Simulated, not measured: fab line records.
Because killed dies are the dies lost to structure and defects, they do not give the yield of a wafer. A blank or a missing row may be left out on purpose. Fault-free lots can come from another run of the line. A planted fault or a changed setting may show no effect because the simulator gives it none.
fab line records	flow nand_harc
record lots=6	wafers=18	last_day=21
route steps=1159 shown A_SOURCE_PLATE@418 A_ONON_D1@424 A_CHANNEL_HOLE_D1@450 END@1159
lots that met no fault: taken from a fault-free run of the same line
start_h: hours from the record's opening day to when the first of the lot's shown wafers began	wait_h: hours since the lot's step before	" as in the row above	L1.1+2: one row covering several wafers at once	- either no value or no given start	* or withheld: withheld	< > ~ a bound
route shown NAME@n: names a module that has steps shown in the file, with the first one's number in the route	usual: mean/standard deviation of fault-free wafers	same: alike in all rows	chamber/n: place in a boat	sites: readings site by site	_std_site: standard deviation of those values	_edge_site: outer sites' mean less inner sites'	radius_mm: how far each site lies from the wafer's centre	mask NAME#n: copy n	behind: the last tool/chamber to shape the wafer	hold: what put the lot on hold/how long, in hours/how the hold closed	device: the transistor (n, p or np) that didn't switch	end of line: tests run on the same wafers once the route is complete	where a step has no rows: the recipe by itself	killed: dies that structure and defects cost at the first sort, which is not the same as the wafer's yield	map: the dies of a wafer, with x for killed, . for not killed, _ for no die there
set.NAME: setting as actually run; set.NAME@STEP: the setting as run at that earlier step	model.NAME: the simulator's own value behind a step, which no gauge read
a table for each step, a row for each wafer; lots at some steps of the route
services: when a tool's chamber went out of use (start_h, in hours from the record's first day, below 0 if earlier), for how many hours, and the reason
## steps
# step NHARC_A_SOURCE_PLATE_CVD_03
# recipe target_thk_a=2000	temp_c=620	pressure_mtorr=200	time_s=4000	material=poly-Si
# step NHARC_A_SOURCE_PLATE_ANNEAL_05
# recipe temp_c=850	time_s=1800
# step NHARC_A_SOURCE_PLATE_THK_MEAS_06
# recipe thk_meas_gauge=ellipsometry
# usual thk_nm=201.1/1.9
lot.wafer	tool	chamber	start_h	wait_h	thk_nm
L395.1	film_metro-02	-	168.54	0.4	201.3
L395.4	"	-	"	"	200.9
L395.6	"	-	"	"	199.6
L398.1	film_metro-02	-	180.32	0.4	199.4
L398.4	"	-	"	"	199.7
L398.6	"	-	"	"	202.5
L400.1	film_metro-01	-	184.11	0.4	197.9
L400.3	"	-	"	"	200.0
L400.4	"	-	"	"	199.8
L402.1	film_metro-01	-	196.48	0.4	200.4
L402.4	"	-	"	"	201.0
L402.5	"	-	"	"	198.9
L403.4	film_metro-02	-	213.54	0.4	198.7
L403.5	"	-	"	"	202.7
L403.6	"	-	"	"	201.6
L405.1	film_metro-02	-	220.98	0.4	201.9
L405.5	"	-	"	"	200.8
L405.6	"	-	"	"	199.2
# step NHARC_A_SOURCE_PLATE_INSPECT_08
# usual raw_defect_count=62/24
lot.wafer	tool	chamber	start_h	wait_h	raw_defect_count
L395.1	defect_inspect-02	-	168.60	0.0	69
L395.4	"	-	"	"	91
L395.6	"	-	"	"	98
L398.1	defect_inspect-02	-	180.38	0.0	43
L398.4	"	-	"	"	112
L398.6	"	-	"	"	60
L400.1	defect_inspect-02	-	184.17	0.0	89
L400.3	"	-	"	"	63
L400.4	"	-	"	"	57
L402.1	defect_inspect-02	-	196.54	0.0	35
L402.4	"	-	"	"	34
L402.5	"	-	"	"	66
L403.4	defect_inspect-02	-	213.62	0.1	77
L403.5	"	-	"	"	66
L403.6	"	-	"	"	51
L405.1	defect_inspect-02	-	221.05	0.0	99
L405.5	"	-	"	"	86
L405.6	"	-	"	"	89
# step NHARC_A_ONON_D1_DEP_00
# recipe target_thk_a=10000	n2_flow_sccm=2750	n2o_flow_sccm=2000	nh3_flow_sccm=500	sih4_flow_sccm=210	temp_c=400
# step NHARC_A_ONON_D1_THK_MEAS_02
# recipe thk_meas_gauge=ellipsometry
# usual thk_nm=998/9.3
lot.wafer	tool	chamber	start_h	wait_h	thk_nm
L395.1	film_metro-02	-	169.19	-	1002
L395.4	"	-	"	"	1001
L395.6	"	-	"	"	1003
L398.1	film_metro-02	-	180.96	-	990
L398.4	"	-	"	"	991
L398.6	"	-	"	"	990
L400.1	film_metro-02	-	184.75	-	1005
L400.3	"	-	"	"	1004
L400.4	"	-	"	"	1004
L402.1	film_metro-01	-	197.12	-	984
L402.4	"	-	"	"	984
L402.5	"	-	"	"	983
L403.4	film_metro-01	-	214.20	-	1020
L403.5	"	-	"	"	1017
L403.6	"	-	"	"	1019
L405.1	film_metro-01	-	221.63	-	985
L405.5	"	-	"	"	983
L405.6	"	-	"	"	984
# step NHARC_A_ONON_D1_DEP_03
# recipe target_thk_a=10000	n2_flow_sccm=2750	n2o_flow_sccm=2000	nh3_flow_sccm=500	sih4_flow_sccm=210	temp_c=400
# step NHARC_A_ONON_D1_THK_MEAS_05
# recipe thk_meas_gauge=ellipsometry
# usual thk_nm=996/7.6
lot.wafer	tool	chamber	start_h	wait_h	thk_nm
L395.1	film_metro-01	-	169.78	-	987
L395.4	"	-	"	"	986
L395.6	"	-	"	"	989
L398.1	film_metro-02	-	181.54	-	999
L398.4	"	-	"	"	1000
L398.6	"	-	"	"	1000
L400.1	film_metro-02	-	185.32	-	1002
L400.3	"	-	"	"	1000
L400.4	"	-	"	"	1002
L402.1	film_metro-02	-	197.68	-	984
L402.4	"	-	"	"	984
L402.5	"	-	"	"	982
L403.4	film_metro-01	-	214.78	-	997
L403.5	"	-	"	"	993
L403.6	"	-	"	"	993
L405.1	film_metro-01	-	222.20	-	991
L405.5	"	-	"	"	993
L405.6	"	-	"	"	992
# step NHARC_A_ONON_D1_DEP_06
# recipe target_thk_a=10000	n2_flow_sccm=2750	n2o_flow_sccm=2000	nh3_flow_sccm=500	sih4_flow_sccm=210	temp_c=400
# step NHARC_A_ONON_D1_THK_MEAS_08
# recipe thk_meas_gauge=ellipsometry
# usual thk_nm=998/10
lot.wafer	tool	chamber	start_h	wait_h	thk_nm
L395.1	film_metro-01	-	170.35	-	1008
L395.4	"	-	"	"	1009
L395.6	"	-	"	"	1007
L398.1	film_metro-02	-	182.11	-	1006
L398.4	"	-	"	"	1006
L398.6	"	-	"	"	1004
L400.1	film_metro-01	-	185.88	-	1011
L400.3	"	-	"	"	1010
L400.4	"	-	"	"	1012
L402.1	film_metro-02	-	198.25	-	987
L402.4	"	-	"	"	988
L402.5	"	-	"	"	986
L403.4	film_metro-01	-	215.35	-	999
L403.5	"	-	"	"	998
L403.6	"	-	"	"	999
L405.1	film_metro-01	-	222.77	-	1021
L405.5	"	-	"	"	1021
L405.6	"	-	"	"	1022
# step NHARC_A_ONON_D1_DEP_09
# recipe target_thk_a=10000	n2_flow_sccm=2750	n2o_flow_sccm=2000	nh3_flow_sccm=500	sih4_flow_sccm=210	temp_c=400
# usual susceptor_temp_C=400.02/0.2
lot.wafer	tool	chamber	start_h	wait_h	susceptor_temp_C
L395.1	pecvd_onon-03	0	170.41	0.1	399.97
L395.4	"	0	"	"	399.98
L395.6	"	0	"	"	400.00
L398.1	pecvd_onon-03	0	182.16	0.1	399.97
L398.4	"	0	"	"	399.87
L398.6	"	0	"	"	399.82
L400.1	pecvd_onon-03	0	185.94	0.1	400.01
L400.3	"	0	"	"	400.08
L400.4	"	0	"	"	400.19
L402.1	pecvd_onon-02	0	198.31	0.1	400.25
L402.4	"	0	"	"	399.99
L402.5	"	0	"	"	400.28
L403.4	pecvd_onon-03	0	215.58	0.2	400.02
L403.5	"	0	"	"	399.75
L403.6	"	0	"	"	399.85
L405.1	pecvd_onon-03	0	222.83	0.1	400.18
L405.5	"	0	"	"	400.37
L405.6	"	0	"	"	400.23
# step NHARC_A_ONON_D1_THK_MEAS_11
# recipe thk_meas_gauge=ellipsometry
# usual thk_nm=999/9.5
lot.wafer	tool	chamber	start_h	wait_h	thk_nm
L395.1	film_metro-02	-	170.92	-	994
L395.4	"	-	"	"	995
L395.6	"	-	"	"	993
L398.1	film_metro-01	-	182.68	-	1020
L398.4	"	-	"	"	1020
L398.6	"	-	"	"	1020
L400.1	film_metro-01	-	186.45	-	1003
L400.3	"	-	"	"	1003
L400.4	"	-	"	"	1002
L402.1	film_metro-01	-	198.82	-	986
L402.4	"	-	"	"	990
L402.5	"	-	"	"	989
L403.4	film_metro-01	-	215.92	-	1013
L403.5	"	-	"	"	1012
L403.6	"	-	"	"	1011
L405.1	film_metro-02	-	223.34	-	1000
L405.5	"	-	"	"	1001
L405.6	"	-	"	"	1001
# step NHARC_A_ONON_D1_DEP_12
# recipe target_thk_a=10000	n2_flow_sccm=2750	n2o_flow_sccm=2000	nh3_flow_sccm=500	sih4_flow_sccm=210	temp_c=400
# step NHARC_A_ONON_D1_THK_MEAS_14
# recipe thk_meas_gauge=ellipsometry
# usual thk_nm=1000/9.6
lot.wafer	tool	chamber	start_h	wait_h	thk_nm
L395.1	film_metro-01	-	171.48	-	994
L395.4	"	-	"	"	994
L395.6	"	-	"	"	994
L398.1	film_metro-01	-	183.25	-	1001
L398.4	"	-	"	"	1000
L398.6	"	-	"	"	1002
L400.1	film_metro-01	-	187.02	-	994
L400.3	"	-	"	"	994
L400.4	"	-	"	"	998
L402.1	film_metro-01	-	199.39	-	1016
L402.4	"	-	"	"	1016
L402.5	"	-	"	"	1014
L403.4	film_metro-02	-	216.48	-	1000
L403.5	"	-	"	"	998
L403.6	"	-	"	"	999
L405.1	film_metro-02	-	223.91	-	1004
L405.5	"	-	"	"	1006
L405.6	"	-	"	"	1006
# step NHARC_A_ONON_D1_ANNEAL_15
# recipe temp_c=750	time_s=3600
# step NHARC_A_ONON_D1_DEP_16
# recipe target_thk_a=10000	n2_flow_sccm=2750	n2o_flow_sccm=2000	nh3_flow_sccm=500	sih4_flow_sccm=210	temp_c=400
# step NHARC_A_ONON_D1_THK_MEAS_18
# recipe thk_meas_gauge=ellipsometry
# usual thk_nm=997/9.4
lot.wafer	tool	chamber	start_h	wait_h	thk_nm
L395.1	film_metro-01	-	177.01	-	993
L395.4	"	-	"	"	994
L395.6	"	-	"	"	994
L398.1	film_metro-02	-	190.30	-	1011
L398.4	"	-	"	"	1009
L398.6	"	-	"	"	1011
L400.1	film_metro-02	-	194.18	-	985
L400.3	"	-	"	"	986
L400.4	"	-	"	"	985
L402.1	film_metro-01	-	206.52	-	984
L402.4	"	-	"	"	984
L402.5	"	-	"	"	984
L403.4	film_metro-01	-	226.95	-	985
L403.5	"	-	"	"	985
L403.6	"	-	"	"	987
L405.1	film_metro-02	-	231.02	-	991
L405.5	"	-	"	"	989
L405.6	"	-	"	"	989
# step NHARC_A_ONON_D1_DEP_19
# recipe target_thk_a=10000	n2_flow_sccm=2750	n2o_flow_sccm=2000	nh3_flow_sccm=500	sih4_flow_sccm=210	temp_c=400
# step NHARC_A_ONON_D1_THK_MEAS_21
# recipe thk_meas_gauge=ellipsometry
# usual thk_nm=999/8.3
lot.wafer	tool	chamber	start_h	wait_h	thk_nm
L395.1	film_metro-01	-	177.58	-	1002
L395.4	"	-	"	"	998
L395.6	"	-	"	"	1003
L398.1	film_metro-01	-	190.87	-	988
L398.4	"	-	"	"	987
L398.6	"	-	"	"	987
L400.1	film_metro-01	-	194.74	-	1011
L400.3	"	-	"	"	1009
L400.4	"	-	"	"	1012
L402.1	film_metro-01	-	207.09	-	991
L402.4	"	-	"	"	992
L402.5	"	-	"	"	990
L403.4	film_metro-01	-	227.52	-	989
L403.5	"	-	"	"	987
L403.6	"	-	"	"	987
L405.1	film_metro-01	-	231.59	-	1000
L405.5	"	-	"	"	999
L405.6	"	-	"	"	1000
# step NHARC_A_ONON_D1_DEP_22
# recipe target_thk_a=10000	n2_flow_sccm=2750	n2o_flow_sccm=2000	nh3_flow_sccm=500	sih4_flow_sccm=210	temp_c=400
# step NHARC_A_ONON_D1_THK_MEAS_24
# recipe thk_meas_gauge=ellipsometry
# usual thk_nm=1002/9.4
lot.wafer	tool	chamber	start_h	wait_h	thk_nm
L395.1	film_metro-02	-	178.17	-	996
L395.4	"	-	"	"	995
L395.6	"	-	"	"	992
L398.1	film_metro-02	-	191.44	-	1012
L398.4	"	-	"	"	1013
L398.6	"	-	"	"	1014
L400.1	film_metro-02	-	195.31	-	1005
L400.3	"	-	"	"	1007
L400.4	"	-	"	"	1006
L402.1	film_metro-02	-	207.65	-	1024
L402.4	"	-	"	"	1023
L402.5	"	-	"	"	1023
L403.4	film_metro-02	-	228.08	-	1001
L403.5	"	-	"	"	1000
L403.6	"	-	"	"	1000
L405.1	film_metro-02	-	232.16	-	1000
L405.5	"	-	"	"	1000
L405.6	"	-	"	"	999
# step NHARC_A_ONON_D1_DEP_25
# recipe target_thk_a=10000	n2_flow_sccm=2750	n2o_flow_sccm=2000	nh3_flow_sccm=500	sih4_flow_sccm=210	temp_c=400
# step NHARC_A_ONON_D1_THK_MEAS_27
# recipe thk_meas_gauge=ellipsometry
# usual thk_nm=999/10
lot.wafer	tool	chamber	start_h	wait_h	thk_nm
L395.1	film_metro-02	-	178.76	-	1007
L395.4	"	-	"	"	1007
L395.6	"	-	"	"	1007
L398.1	film_metro-01	-	192.00	-	979
L398.4	"	-	"	"	982
L398.6	"	-	"	"	981
L400.1	film_metro-02	-	195.88	-	980
L400.3	"	-	"	"	981
L400.4	"	-	"	"	981
L402.1	film_metro-02	-	208.21	-	1007
L402.4	"	-	"	"	1006
L402.5	"	-	"	"	1007
L403.4	film_metro-01	-	228.64	-	986
L403.5	"	-	"	"	986
L403.6	"	-	"	"	986
L405.1	film_metro-01	-	232.72	-	997
L405.5	"	-	"	"	1000
L405.6	"	-	"	"	997
# step NHARC_A_ONON_D1_DEP_28
# recipe target_thk_a=10000	n2_flow_sccm=2750	n2o_flow_sccm=2000	nh3_flow_sccm=500	sih4_flow_sccm=210	temp_c=400
# step NHARC_A_ONON_D1_THK_MEAS_30
# recipe thk_meas_gauge=ellipsometry
# usual thk_nm=1000/11
lot.wafer	tool	chamber	start_h	wait_h	thk_nm
L395.1	film_metro-01	-	179.33	-	1020
L395.4	"	-	"	"	1022
L395.6	"	-	"	"	1022
L398.1	film_metro-01	-	192.57	-	992
L398.4	"	-	"	"	992
L398.6	"	-	"	"	992
L400.1	film_metro-01	-	196.47	-	998
L400.3	"	-	"	"	996
L400.4	"	-	"	"	996
L402.1	film_metro-02	-	208.78	-	987
L402.4	"	-	"	"	985
L402.5	"	-	"	"	988
L403.4	film_metro-01	-	229.21	-	995
L403.5	"	-	"	"	994
L403.6	"	-	"	"	995
L405.1	film_metro-01	-	233.28	-	1000
L405.5	"	-	"	"	996
L405.6	"	-	"	"	996
# step NHARC_A_ONON_D1_DEP_33
# recipe target_thk_a=2000	temp_c=400	pressure_torr=6.5	rf_w=900	teos_flow_sccm=161.4	flow_sccm=2650	target_thk_nm=200	gas=O2	material=SiO2
# usual heater_power_w=632/110	rf_fwd_power_W=897.7/2.5	susceptor_temp_C=399.99/0.22	throttle_valve_pct=15.9/0.6
lot.wafer	tool	chamber	start_h	wait_h	heater_power_w	rf_fwd_power_W	susceptor_temp_C	throttle_valve_pct
L395.1	pecvd-03	1	179.48	0.2	541	896.2	399.92	15.6
L395.4	"	1	"	"	529	895.8	400.29	15.7
L395.6	"	2	"	"	859	895.4	399.67	16.0
L398.1	pecvd-03	2	192.72	0.1	926	900.7	400.36	16.0
L398.4	"	2	"	"	920	900.6	400.23	15.8
L398.6	"	0	"	"	531	899.9	399.91	14.9
L400.1	pecvd-01	1	196.53	0.1	674	896.0	399.60	16.3
L400.3	"	2	"	"	698	899.6	399.93	15.5
L400.4	"	1	"	"	692	898.0	400.00	16.2
L402.1	pecvd-01	0	208.84	0.1	535	895.9	399.72	17.1
L402.5	"	1	"	"	665	896.6	399.88	16.2
L402.4	"	2	"	"	681	898.6	400.37	15.4
L403.6	pecvd-04	2	229.50	0.3	576	897.7	399.77	15.4
L403.5	"	0	"	"	662	896.3	399.84	16.8
L403.4	"	1	"	"	619	895.5	399.44	16.3
L405.1	pecvd-04	1	233.34	0.1	616	899.1	399.82	16.2
L405.6	"	2	"	"	508	895.6	399.93	15.5
L405.5	"	0	"	"	621	896.2	400.01	16.7
# step NHARC_A_ONON_D1_THK_MEAS_34
# recipe thk_meas_gauge=ellipsometry
# usual thk_nm=199.7/2.9
lot.wafer	tool	chamber	start_h	wait_h	thk_nm
L395.1	film_metro-02	-	179.85	-	197.6
L395.4	"	-	"	"	199.4
L395.6	"	-	"	"	201.7
L398.1	film_metro-02	-	193.09	-	198.3
L398.4	"	-	"	"	203.5
L398.6	"	-	"	"	198.8
L400.1	film_metro-02	-	196.95	-	197.2
L400.3	"	-	"	"	201.0
L400.4	"	-	"	"	198.0
L402.1	film_metro-01	-	209.25	-	198.7
L402.4	"	-	"	"	204.4
L402.5	"	-	"	"	204.6
L403.4	film_metro-02	-	229.78	-	197.6
L403.5	"	-	"	"	197.3
L403.6	"	-	"	"	197.2
L405.1	film_metro-02	-	233.76	-	199.3
L405.5	"	-	"	"	198.8
L405.6	"	-	"	"	199.5
# step NHARC_A_CHANNEL_HOLE_D1_DEP_00
# recipe target_thk_a=31000	temp_c=400	material=aC
# usual susceptor_temp_C=399.94/0.21	throttle_valve_pct=35.001/0.009
lot.wafer	tool	chamber	start_h	wait_h	susceptor_temp_C	throttle_valve_pct
L395.1	acl_dep-02	0	181.16	1.2	-	34.997
L395.4	"	0	"	"	-	35.002
L395.6	"	0	"	"	-	35.011
L398.1	acl_dep-03	0	194.41	1.3	399.94	34.991
L398.4	"	0	"	"	399.71	35.015
L398.6	"	0	"	"	399.86	35.004
L400.1	acl_dep-01	0	197.74	0.7	399.88	35.006
L400.3	"	0	"	"	400.00	35.004
L400.4	"	0	"	"	399.68	34.980
L402.1	acl_dep-01	0	209.40	0.1	-	35.005
L402.4	"	0	"	"	-	34.996
L402.5	"	0	"	"	-	35.012
L403.4	acl_dep-02	0	233.07	3.2	400.04	35.005
L403.5	"	0	"	"	400.35	35.002
L403.6	"	0	"	"	399.85	35.008
L405.1	acl_dep-01	0	234.81	1.0	399.55	35.003
L405.5	"	0	236.08	2.2	399.75	35.005
L405.6	"	0	"	"	399.66	34.999
# step NHARC_A_CHANNEL_HOLE_D1_DEP_01
# recipe target_thk_a=1400	target_thk_nm=140	temp_c=400	pressure_torr=3.5	flow_sccm=200	rf_w=350	material=SiON
# usual heater_power_w=788/140	rf_fwd_power_W=348.4/1	susceptor_temp_C=400.00/0.23
lot.wafer	tool	chamber	start_h	wait_h	heater_power_w	rf_fwd_power_W	susceptor_temp_C
L395.1	pecvd-02	2	183.10	1.6	541	347.7	400.14
L395.4	"	1	"	"	769	347.6	400.28
L395.6	"	0	"	"	716	348.9	399.85
L398.1	pecvd-01	1	196.39	1.7	817	350.2	399.75
L398.6	"	0	"	"	786	347.2	400.01
L398.4	"	2	"	"	804	348.5	400.19
L400.3	pecvd-02	0	199.71	1.0	882	347.1	400.24
L400.1	"	1	"	"	753	347.9	400.15
L400.4	"	1	"	"	736	347.8	400.37
L402.1	pecvd-03	0	211.37	1.7	638	348.2	399.60
L402.5	"	1	"	"	596	348.1	400.19
L402.4	"	0	"	"	658	347.1	399.94
L403.4	pecvd-01	1	234.13	0.7	823	346.4	399.74
L403.5	"	2	"	"	865	347.4	399.67
L403.6	"	0	"	"	733	347.2	400.00
L405.1	pecvd-01	1	236.77	1.6	889	349.6	400.16
L405.6	"	1	"	"	885	348.1	399.96
L405.5	"	2	"	"	813	348.2	399.83
# step NHARC_A_CHANNEL_HOLE_D1_DEHYDRATE_02
# recipe temp_c=150	time_s=120
# step NHARC_A_CHANNEL_HOLE_D1_HMDS_03
# recipe time_s=30
# step NHARC_A_CHANNEL_HOLE_D1_COAT_36
# recipe temp_c=260	time_s=75
# step NHARC_A_CHANNEL_HOLE_D1_COAT_37
# recipe temp_c=225	time_s=65
# step NHARC_A_CHANNEL_HOLE_D1_COAT_04
# recipe spin_rpm=1500	resist_thk_nm=90
# step NHARC_A_CHANNEL_HOLE_D1_SOFTBAKE_05
# recipe temp_c=105	time_s=55
# step NHARC_A_CHANNEL_HOLE_D1_EBR_06
# step NHARC_A_CHANNEL_HOLE_D1_EXPOSE_07
# recipe na=1.35	target_cd_nm=100	sigma_outer=0.3	dose_mj=59.65	mask_id=HOLE_D1
# step NHARC_END_SORT_01
# recipe temp_c=25
# usual killed_at_array=21/8.9	killed_at_other=0.8/1.3	killed_at_periphery=3.6/2.4	killed_dies=26/8.9	killed_open=3.1/1.8	killed_short=1.9/1.3
# same gross_dies=677
lot.wafer	tool	chamber	start_h	wait_h	killed_at_array	killed_at_other	killed_at_periphery	killed_dies	killed_open	killed_short
L405.1	prober-02	0	493.81	2.5	63	0	5	68	5	3
L405.5	prober-02	0	496.96	3.7	54	0	6	60	2	1
L405.6	prober-02	0	497.75	3.9	64	0	7	71	2	2
L403.4	prober-01	0	496.20	3.4	79	2	2	83	0	0
L403.5	prober-01	0	497.01	3.7	84	1	4	89	6	2
L403.6	prober-01	0	497.82	4.0	81	1	0	82	0	1
# killed by level:class
L405.1 A_ONON_D1:unspecified=49 A_CONTACT:chamber_film_flake=5 A_M0:geometric_particle:open=2 A_CHANNEL_HOLE_D1:chamber_film_flake=2 P_M0:geometric_particle:open=1 P_M1:geometric_particle:short=1 P_M1:geometric_particle:open=1 A_ONON_D1:geometric_particle:open=1
L403.4 A_ONON_D1:unspecified=46 A_CHANNEL_HOLE_D1:chamber_film_flake=17 A_SLIT:chamber_film_flake=12 P_M1:chamber_film_flake=2 A_WL_FILL:chamber_film_flake=2 A_CONTACT:chamber_film_flake=2 THIN_TSV:chamber_film_flake=2
L405.5 A_ONON_D1:unspecified=47 P_M1:chamber_film_flake=3 A_CONTACT:chamber_film_flake=3 P_M1:geometric_particle:open=2 A_CHANNEL_HOLE_D1:chamber_film_flake=2 A_CHANNEL_HOLE_D1:geometric_particle:short=1 P_ZERO_WELL:chamber_film_flake=1 A_STAIRCASE:chamber_film_flake=1
L403.5 A_ONON_D1:unspecified=50 A_CHANNEL_HOLE_D1:chamber_film_flake=18 A_SLIT:chamber_film_flake=8 A_WL_FILL:chamber_film_flake=2 P_CONTACT:geometric_particle:open=1 P_M0:geometric_particle:open=1 P_M1:geometric_particle:open=1 A_CHANNEL_FILL_D1:geometric_particle:short=1
L405.6 A_ONON_D1:unspecified=53 P_M1:chamber_film_flake=3 P_ZERO_WELL:chamber_film_flake=2 A_CHANNEL_HOLE_D1:chamber_film_flake=2 A_WL_FILL:chamber_film_flake=2 A_CONTACT:chamber_film_flake=2 P_M2:geometric_particle:open=1 A_CHANNEL_HOLE_D1:geometric_particle:short=1
L403.6 A_ONON_D1:unspecified=46 A_CHANNEL_HOLE_D1:chamber_film_flake=19 A_SLIT:chamber_film_flake=10 A_CONTACT:chamber_film_flake=3 A_WL_FILL:chamber_film_flake=2 A_CHANNEL_FILL_D1:geometric_particle:short=1 THIN_TSV:chamber_film_flake=1
# map L403.5 (x killed, . not)
____________x____________
_________...xxxx_________
_______.....x.x.xx_______
______........x.xxx______
_____...........xxxx_____
____............xxxxx____
____...........xxxxxx____
___..............xxxxx___
___.............xxxxxx___
__...x...........xxxxxx__
__.....x..........xxxxx__
_.................xxxxx._
_......xx..........x..xx_
_.....xx................_
_..x.xx.x..............._
_.x..xx.x..............._
........x................
........x................
....xxx..................
.....x............x......
.........................
_......................._
_.x....................x_
_.x..............x......_
_......................._
_...x..................._
__.x................x..__
__................x....__
___.x.................___
___...................___
____x................____
____.................____
_____..............._____
______.............______
_______..........._______
_________......._________
____________.____________
# map L405.6 (x killed, . not)
____________.____________
_________.....x._________
_______......x..xx_______
______..........xxx______
_____...........xxxx_____
____..........x.xxxxx____
____...........xxxxxx____
___...........xxxxxxxx___
___..............xxxxx___
__...............xxxxxx__
__.....x.........xxxxxx__
_x...............x.xxx.._
_x................xx.xx._
_.......x.............x._
_.................x....._
_...x.............x....._
....................x....
....x....................
.........................
.........................
.........................
_......................._
_......................._
_.........x............._
_.................xx...._
_......................._
__.....................__
__.....................__
___...................___
___.......x...........___
____.x...............____
____.................____
_____..............._____
______.............______
_______..........._______
_________......._________
____________.____________
## services
tool	chamber	start_h	hours	kind
pecvd-02	-	153.00	13.0	pm
pecvd-02	0	153.00	13.0	vent_cycle
pecvd-02	1	153.00	13.0	vent_cycle
pecvd-02	2	153.00	13.0	vent_cycle
pecvd_onon-03	-	153.21	13.0	pm
pecvd-02	0	166.00	-	clean
pecvd-02	1	166.00	-	clean
pecvd-02	2	166.00	-	clean
acl_dep-02	-	168.16	13.0	pm
pecvd-03	1	168.71	2.0	repair
pecvd-03	-	191.38	0.8	repair
pecvd-04	-	196.68	13.0	pm
pecvd-04	0	196.68	13.0	vent_cycle
pecvd-04	1	196.68	13.0	vent_cycle
pecvd-04	2	196.68	13.0	vent_cycle
pecvd-04	0	209.68	-	clean
pecvd-04	1	209.68	-	clean
pecvd-04	2	209.68	-	clean
pecvd-01	1	216.04	15.7	repair
acl_dep-03	-	224.68	13.0	pm
## key
first_sign step=NHARC_END_SORT_01	reading=killed_dies	direction=up	sigmas=5.6	usual=26	struck=76
effect step=NHARC_END_SORT_01	reading=killed_at_array	direction=up	sigmas=5.6	usual=21	struck=71
more_kills_born_at NHARC_A_ONON_D1_DEP_09@pecvd_onon-03=291
met_at NHARC_A_ONON_D1_DEP_09
struck_wafers L403.4,L403.5,L403.6,L405.1,L405.5,L405.6
tester_left_out L403,L405
onset_between 185.94 215.58
also_fits time
fault kind=chamber_particle_source	tool=pecvd_onon-03	chamber=-	onset_h=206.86	steps=NHARC_A_ONON_D1_DEP_09	rate_per_visit_cm2=1.7233	end_h=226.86
# tester_left_out: of these lots the tester's yield and bins aren't shown, on N5 and GAA mostly nor the transistor test; their killed dies are dies lost to structure and defects alone, not to doping, threshold or leakage, so they don't give the yield
